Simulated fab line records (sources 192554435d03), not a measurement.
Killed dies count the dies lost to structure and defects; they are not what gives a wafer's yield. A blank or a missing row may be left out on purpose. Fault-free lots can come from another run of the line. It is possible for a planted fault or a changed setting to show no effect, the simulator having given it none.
Chamber matching ; flow n5_finfet ; N5_GATE_CUT_DESCUM_18 on rie_diel-03: 4 sister chambers
The step chemistry O2, time 7 s. 4 wafers are shown with their chamber, then 12 later ones without.

== WAFERS, EACH WITH ITS CHAMBER ==
wafer;chamber;drypump_motor_current_A (A)
L089.1;1;6.0
L089.4;0;4.8
L089.5;2;5.3
L089.6;3;5.5

== WAFERS WITH NO CHAMBER GIVEN ==
wafer;drypump_motor_current_A (A)
L090.2;4.8
L090.3;5.3
L090.6;5.3
L092.1;5.5
L092.2;6.0
L092.6;6.0
L094.1;5.3
L094.2;5.5
L094.3;6.0
L096.2;4.8
L096.3;5.5
L096.6;4.7

== WHICH CHAMBER EACH WENT THROUGH ==
wafer;from the rows above;in truth
L090.2;0;0
L090.3;2;2
L090.6;2;2
L092.1;3;3
L092.2;1;1
L092.6;1;1
L094.1;2;2
L094.2;3;3
L094.3;1;1
L096.2;0;0
L096.3;3;3
L096.6;0;0
Placed correctly: 12 of 12. From these rows, 0 cannot be placed. Number placed wrongly: 0.
How it was worked out, from the rows above alone: a wafer's distance from a chamber is the root of the sum, over the readings, of the square of ((its reading less the chamber's mean) divided by the reading's scatter). The wafer belongs to the nearest chamber; if the next one is less than 2 further off, it can't be placed. A chamber's mean is the mean of its shown wafers. The scatter: root of mean squared gap, hidden wafer to nearest shown wafer, with one shown wafer a chamber.
